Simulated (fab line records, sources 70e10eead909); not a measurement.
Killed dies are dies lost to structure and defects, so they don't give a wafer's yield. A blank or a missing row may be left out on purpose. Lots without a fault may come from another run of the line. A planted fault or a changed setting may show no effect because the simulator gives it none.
fab line records | flow nand_harc | part 2 of 2: steps 15 to 15 of 15
record lots=7 wafers=21 last_day=25
route steps=1159 shown A_CHANNEL_HOLE_D1@456 END@1159
lots that met no fault: from a run of the same line without faults
start_h: hours from the record's first day to the start of the lot's first wafer shown | wait_h: hours since the lot's step before | " the same as in the row above | L1.1+2: a row that stands for several wafers | - no value, or no start given | * or withheld: withheld | < > ~ a bound
route shown NAME@n: a module of which the file shows steps, and the number in the route of the first | usual: mean/standard deviation of fault-free wafers | same: alike in all rows | chamber/n: place in a boat | sites: the reading at each site | _std_site: their standard deviation | _edge_site: outer sites' mean less inner sites' | radius_mm: how far each site lies from the wafer's centre | mask NAME#n: copy n | behind: the tool/chamber that last shaped the wafer | hold: why the lot was held/for how many hours/how that ended | device: the transistor (n, p or np) that didn't switch | end of line: the same wafers' tests at the end of the route | a step without rows: its recipe alone | killed: dies lost to structure and defects at the first sort, not the wafer's yield | map: a wafer's dies, x killed, . not, _ none there
set.NAME: the setting as run; set.NAME@STEP: as run at that earlier step | model.NAME: the simulator's own value behind a step, which no gauge read
lots at some steps of the route; a table a step, a row a wafer
services: from which hour (start_h, from the record's first day; less than 0 if before it) a tool's chamber was out of use, for how many hours, and why
## steps
# step NHARC_END_SORT_01
# recipe temp_c=25
# usual killed_at_array=26/9.7 killed_at_other=1.0/1.2 killed_at_periphery=3.9/2.6 killed_dies=31/9.7 killed_open=3.2/1.8 killed_short=2.0/1.3
# same gross_dies=677
# columns lot.wafer tool chamber start_h wait_h hold killed_at_array killed_at_other killed_at_periphery killed_dies killed_open killed_short
L635.1 prober-01 0 488.52 2.5 await_dispo/4.5h/scrap 673 0 4 677 3 3
L635.2 prober-01 0 489.32 2.8 await_dispo/4.5h/scrap 673 0 4 677 5 3
L635.3 prober-01 0 490.12 3.1 await_dispo/4.5h/scrap 671 1 5 677 3 1
L637.2 prober-02 0 492.86 2.7 await_dispo/1.4h/scrap 669 0 8 677 4 1
L637.3 prober-02 0 493.66 3.1 await_dispo/1.4h/scrap 672 0 5 677 2 1
L637.6 prober-02 0 496.05 4.0 await_dispo/1.4h/scrap 673 1 3 677 3 1
L636.1 prober-02 0 499.86 2.5 await_dispo/2.6h/scrap 675 0 2 677 1 1
L636.2 prober-02 0 500.66 2.8 await_dispo/2.6h/scrap 676 0 1 677 5 1
L636.5 prober-02 0 503.04 3.7 await_dispo/2.6h/scrap 675 0 2 677 2 2
L643.1 prober-02 0 515.36 2.5 - 27 0 1 28 3 1
L643.3 prober-02 0 516.93 3.1 - 30 0 3 33 4 1
L643.6 prober-02 0 519.30 3.9 - 31 0 1 32 6 3
L645.1 prober-01 0 542.17 2.5 - 37 0 3 40 3 0
L645.2 prober-01 0 542.97 2.8 - 43 1 6 50 5 4
L645.4 prober-01 0 544.55 3.4 - 49 0 6 55 4 2
L644.2 prober-01 0 550.71 2.8 - 43 0 0 43 2 1
L644.5 prober-01 0 553.09 3.7 - 50 0 0 50 1 4
L644.6 prober-01 0 553.88 4.0 - 43 0 4 47 5 2
L651.3 prober-02 0 588.91 3.1 - 34 3 8 45 2 1
L651.5 prober-02 0 590.54 3.8 - 35 3 8 46 5 3
L651.6 prober-02 0 591.35 4.1 - 31 3 7 41 2 2
# killed by level:class
L635.1 A_CHANNEL_HOLE_D1:area_etch=658 A_CONTACT:chamber_film_flake=4 P_M1:chamber_film_flake=3 A_ONON_D1:geometric_particle:short=2 A_ZERO_WELL:chamber_film_flake=2 A_STAIRCASE:chamber_film_flake=2 P_GATE:geometric_particle:open=1 A_WL_FILL:geometric_particle:short=1
L635.2 A_CHANNEL_HOLE_D1:area_etch=654 A_CHANNEL_HOLE_D1:chamber_film_flake=6 A_CONTACT:geometric_particle:open=2 P_M1:chamber_film_flake=2 A_CONTACT:chamber_film_flake=2 P_STI:geometric_particle:open=1 A_SOURCE_PLATE:geometric_particle:open=1 A_CHANNEL_HOLE_D1:geometric_particle:open=1
L635.3 A_CHANNEL_HOLE_D1:area_etch=660 A_CONTACT:chamber_film_flake=6 P_M1:chamber_film_flake=2 P_STI:geometric_particle:open=1 P_M1:geometric_particle:open=1 A_M1:geometric_particle:short=1 A_M1:geometric_particle:open=1 P_STI:chamber_film_flake=1
L637.2 A_CHANNEL_HOLE_D1:area_etch=638 A_SLIT:chamber_film_flake=13 A_CHANNEL_HOLE_D1:chamber_film_flake=12 P_ZERO_WELL:chamber_film_flake=4 A_SGD_CUT:chamber_film_flake=2 P_GATE:geometric_particle:open=1 P_CONTACT:geometric_particle:open=1 P_M0:geometric_particle:open=1
L637.3 A_CHANNEL_HOLE_D1:area_etch=638 A_CHANNEL_HOLE_D1:chamber_film_flake=16 A_SLIT:chamber_film_flake=7 P_ZERO_WELL:chamber_film_flake=5 A_STAIRCASE:chamber_film_flake=4 A_SGD_CUT:chamber_film_flake=2 A_CHANNEL_FILL_D1:geometric_particle:short=1 A_CONTACT:geometric_particle:open=1
L637.6 A_CHANNEL_HOLE_D1:area_etch=640 A_CHANNEL_HOLE_D1:chamber_film_flake=14 A_SLIT:chamber_film_flake=12 A_STAIRCASE:chamber_film_flake=3 P_ZERO_WELL:chamber_film_flake=2 P_M0:geometric_particle:open=1 A_ONON_D1:geometric_particle:short=1 A_ONON_D1:geometric_particle:open=1
L636.1 A_CHANNEL_HOLE_D1:area_etch=668 A_CHANNEL_HOLE_D1:chamber_film_flake=3 P_CONTACT:geometric_particle:short=1 A_BLC:geometric_particle:open=1 P_ZERO_WELL:chamber_film_flake=1 A_STAIRCASE:chamber_film_flake=1 A_WL_FILL:chamber_film_flake=1 A_CONTACT:chamber_film_flake=1
L636.2 A_CHANNEL_HOLE_D1:area_etch=660 A_CONTACT:chamber_film_flake=5 A_CONTACT:geometric_particle:open=3 A_CHANNEL_HOLE_D1:chamber_film_flake=2 A_STAIRCASE:chamber_film_flake=2 A_CHANNEL_FILL_D1:geometric_particle:open=1 A_WL_FILL:geometric_particle:short=1 A_M0:geometric_particle:open=1
L636.5 A_CHANNEL_HOLE_D1:area_etch=658 A_CONTACT:chamber_film_flake=8 A_CHANNEL_HOLE_D1:chamber_film_flake=5 A_ONON_D1:geometric_particle:open=1 A_ONON_D1:geometric_particle:short=1 A_CHANNEL_FILL_D1:geometric_particle:open=1 A_CONTACT:geometric_particle:short=1 P_ZERO_WELL:chamber_film_flake=1
L643.1 A_CHANNEL_HOLE_D1:chamber_film_flake=15 A_CONTACT:chamber_film_flake=5 A_STAIRCASE:chamber_film_flake=2 A_ONON_D1:geometric_particle:short=1 A_ONON_D1:geometric_particle:open=1 A_CHANNEL_FILL_D1:geometric_particle:open=1 A_CONTACT:geometric_particle:open=1 P_GATE:chamber_film_flake=1
L643.3 A_CHANNEL_HOLE_D1:chamber_film_flake=19 A_CONTACT:chamber_film_flake=3 P_ZERO_WELL:chamber_film_flake=2 A_STAIRCASE:chamber_film_flake=2 P_GATE:geometric_particle:open=1 A_CHANNEL_HOLE_D1:geometric_particle:open=1 A_SGD_CUT:geometric_particle:short=1 A_CONTACT:geometric_particle:open=1
L643.6 A_CHANNEL_HOLE_D1:chamber_film_flake=18 A_CONTACT:chamber_film_flake=3 A_CHANNEL_FILL_D1:geometric_particle:open=2 A_WL_FILL:geometric_particle:open=2 A_SOURCE_PLATE:geometric_particle:short=1 A_ONON_D1:geometric_particle:open=1 A_CHANNEL_HOLE_D1:geometric_particle:short=1 A_SLIT:geometric_particle:short=1
L645.1 A_CHANNEL_HOLE_D1:chamber_film_flake=18 A_SLIT:chamber_film_flake=15 P_M2:chamber_film_flake=2 P_STI:geometric_particle:open=1 A_CHANNEL_FILL_D1:geometric_particle:open=1 A_BLC:geometric_particle:open=1 A_WL_FILL:chamber_film_flake=1 A_BLC:chamber_film_flake=1
L645.2 A_CHANNEL_HOLE_D1:chamber_film_flake=19 A_SLIT:chamber_film_flake=15 P_M2:chamber_film_flake=3 A_WL_FILL:geometric_particle:short=2 A_STAIRCASE:chamber_film_flake=2 P_M0:geometric_particle:open=1 P_M0:geometric_particle:short=1 A_CHANNEL_FILL_D1:geometric_particle:short=1
L645.4 A_SLIT:chamber_film_flake=24 A_CHANNEL_HOLE_D1:chamber_film_flake=17 P_M2:chamber_film_flake=3 A_BLC:geometric_particle:open=2 P_ZERO_WELL:chamber_film_flake=2 A_SOURCE_PLATE:geometric_particle:short=1 A_ONON_D1:geometric_particle:open=1 A_CHANNEL_FILL_D1:geometric_particle:short=1
L644.2 A_CHANNEL_HOLE_D1:chamber_film_flake=18 A_SLIT:chamber_film_flake=18 A_CONTACT:chamber_film_flake=4 A_M0:geometric_particle:open=2 A_WL_FILL:geometric_particle:short=1
L644.5 A_CHANNEL_HOLE_D1:chamber_film_flake=24 A_SLIT:chamber_film_flake=9 A_CONTACT:chamber_film_flake=7 A_STAIRCASE:chamber_film_flake=3 A_CHANNEL_FILL_D1:geometric_particle:short=2 A_CHANNEL_HOLE_D1:geometric_particle:short=1 A_CHANNEL_FILL_D1:geometric_particle:open=1 A_M0:geometric_particle:short=1
L644.6 A_SLIT:chamber_film_flake=17 A_CHANNEL_HOLE_D1:chamber_film_flake=12 A_CONTACT:chamber_film_flake=8 P_CONTACT:geometric_particle:open=1 P_M0:geometric_particle:open=1 P_M1:geometric_particle:open=1 A_WL_FILL:geometric_particle:open=1 A_CONTACT:geometric_particle:short=1
L651.3 A_SLIT:chamber_film_flake=17 A_CHANNEL_HOLE_D1:chamber_film_flake=8 P_STI:chamber_film_flake=3 P_M0:chamber_film_flake=3 A_CHANNEL_FILL_D1:chamber_film_flake=3 A_CONTACT:chamber_film_flake=3 THIN_TSV:chamber_film_flake=2 P_M1:geometric_particle:open=1
L651.5 A_SLIT:chamber_film_flake=20 A_CHANNEL_HOLE_D1:chamber_film_flake=5 A_CONTACT:chamber_film_flake=4 THIN_TSV:chamber_film_flake=3 P_M0:geometric_particle:open=2 P_ZERO_WELL:chamber_film_flake=2 P_CONTACT:geometric_particle:open=1 A_SOURCE_PLATE:geometric_particle:short=1
L651.6 A_SLIT:chamber_film_flake=11 A_CHANNEL_HOLE_D1:chamber_film_flake=9 A_STAIRCASE:chamber_film_flake=4 A_CONTACT:chamber_film_flake=4 P_GATE:chamber_film_flake=3 THIN_TSV:chamber_film_flake=3 A_ONON_D1:geometric_particle:short=2 P_ZERO_WELL:chamber_film_flake=2
# map L635.1 (x killed, . not)
____________x____________
_________xxxxxxx_________
_______xxxxxxxxxxx_______
______xxxxxxxxxxxxx______
_____xxxxxxxxxxxxxxx_____
____xxxxxxxxxxxxxxxxx____
____xxxxxxxxxxxxxxxxx____
___xxxxxxxxxxxxxxxxxxx___
___xxxxxxxxxxxxxxxxxxx___
__xxxxxxxxxxxxxxxxxxxxx__
__xxxxxxxxxxxxxxxxxxxxx__
_xxxxxxxxxxxxxxxxxxxxxxx_
_xxxxxxxxxxxxxxxxxxxxxxx_
_xxxxxxxxxxxxxxxxxxxxxxx_
_xxxxxxxxxxxxxxxxxxxxxxx_
_xxxxxxxxxxxxxxxxxxxxxxx_
xxxxxxxxxxxxxxxxxxxxxxxxx
xxxxxxxxxxxxxxxxxxxxxxxxx
xxxxxxxxxxxxxxxxxxxxxxxxx
xxxxxxxxxxxxxxxxxxxxxxxxx
xxxxxxxxxxxxxxxxxxxxxxxxx
_xxxxxxxxxxxxxxxxxxxxxxx_
_xxxxxxxxxxxxxxxxxxxxxxx_
_xxxxxxxxxxxxxxxxxxxxxxx_
_xxxxxxxxxxxxxxxxxxxxxxx_
_xxxxxxxxxxxxxxxxxxxxxxx_
__xxxxxxxxxxxxxxxxxxxxx__
__xxxxxxxxxxxxxxxxxxxxx__
___xxxxxxxxxxxxxxxxxxx___
___xxxxxxxxxxxxxxxxxxx___
____xxxxxxxxxxxxxxxxx____
____xxxxxxxxxxxxxxxxx____
_____xxxxxxxxxxxxxxx_____
______xxxxxxxxxxxxx______
_______xxxxxxxxxxx_______
_________xxxxxxx_________
____________x____________
# map L636.1 (x killed, . not)
____________x____________
_________xxxxxxx_________
_______xxxxxxxxxxx_______
______xxxxxxxxxxxxx______
_____xxxxxxxxxxxxxxx_____
____xxxxxxxxxxxxxxxxx____
____xxxxxxxxxxxxxxxxx____
___xxxxxxxxxxxxxxxxxxx___
___xxxxxxxxxxxxxxxxxxx___
__xxxxxxxxxxxxxxxxxxxxx__
__xxxxxxxxxxxxxxxxxxxxx__
_xxxxxxxxxxxxxxxxxxxxxxx_
_xxxxxxxxxxxxxxxxxxxxxxx_
_xxxxxxxxxxxxxxxxxxxxxxx_
_xxxxxxxxxxxxxxxxxxxxxxx_
_xxxxxxxxxxxxxxxxxxxxxxx_
xxxxxxxxxxxxxxxxxxxxxxxxx
xxxxxxxxxxxxxxxxxxxxxxxxx
xxxxxxxxxxxxxxxxxxxxxxxxx
xxxxxxxxxxxxxxxxxxxxxxxxx
xxxxxxxxxxxxxxxxxxxxxxxxx
_xxxxxxxxxxxxxxxxxxxxxxx_
_xxxxxxxxxxxxxxxxxxxxxxx_
_xxxxxxxxxxxxxxxxxxxxxxx_
_xxxxxxxxxxxxxxxxxxxxxxx_
_xxxxxxxxxxxxxxxxxxxxxxx_
__xxxxxxxxxxxxxxxxxxxxx__
__xxxxxxxxxxxxxxxxxxxxx__
___xxxxxxxxxxxxxxxxxxx___
___xxxxxxxxxxxxxxxxxxx___
____xxxxxxxxxxxxxxxxx____
____xxxxxxxxxxxxxxxxx____
_____xxxxxxxxxxxxxxx_____
______xxxxxxxxxxxxx______
_______xxxxxxxxxxx_______
_________xxxxxxx_________
____________x____________
## services
# columns tool chamber start_h hours kind
rie_diel-02 0 208.70 - clean
rie_diel-02 1 208.70 - clean
rie_diel-02 2 208.70 - clean
rie_diel-02 3 208.70 - clean
rie_diel-07 1 220.01 5.2 repair
rie_diel-02 1 220.25 10.4 repair
rie_diel-07 - 228.20 9.0 pm
rie_diel-02 0 233.20 - clean
rie_diel-02 1 233.20 - clean
rie_diel-02 2 233.20 - clean
rie_diel-02 3 233.20 - clean
rie_diel-02 1 236.55 9.9 repair
rie_diel-07 2 245.97 3.8 repair
rie_diel-02 1 251.87 4.1 repair
rie_diel-09 - 254.31 9.0 pm
rie_diel-02 - 257.21 0.9 repair
rie_diel-07 1 276.71 1.2 repair
rie_diel-02 0 282.20 - clean
rie_diel-02 1 282.20 - clean
rie_diel-02 2 282.20 - clean
rie_diel-02 3 282.20 - clean
rie_diel-09 1 288.04 5.7 repair
rie_diel-02 0 306.70 - clean
rie_diel-02 0 308.19 2.1 repair
## key
first_sign step=NHARC_A_CHANNEL_HOLE_D1_ETCH_34 reading=tool_record direction=missing
effect step=NHARC_END_SORT_01 reading=killed_at_array direction=up sigmas=67 usual=26 struck=673
more_kills_born_at NHARC_A_CHANNEL_HOLE_D1_ETCH_34@rie_diel-09=1986 NHARC_A_CHANNEL_HOLE_D1_ETCH_34@rie_diel-02=1972 NHARC_A_CHANNEL_HOLE_D1_ETCH_34@rie_diel-07=1916
met_at NHARC_A_CHANNEL_HOLE_D1_ETCH_34
struck_wafers L635.1,L635.2,L635.3,L636.1,L636.2,L636.5,L637.2,L637.3,L637.6
later_rows_left_out L635.1,L635.2,L635.3,L636.1,L636.2,L636.5,L637.2,L637.3,L637.6
tester_left_out L635,L636,L637
fault kind=skipped_step_whole tool=rie_diel-02,rie_diel-07,rie_diel-09 chamber=- onset_h=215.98 steps=NHARC_A_CHANNEL_HOLE_D1_ETCH_34 scope=struck_lots_only
# tester_left_out: of these lots the tester's yield and bins aren't shown, on N5 and GAA mostly nor the transistor test; their killed dies are dies lost to structure and defects alone, not to doping, threshold or leakage, so they don't give the yield
# later_rows_left_out: the simulator's readings of these wafers behind a module that went badly wrong aren't trusted and aren't shown, but for the sort
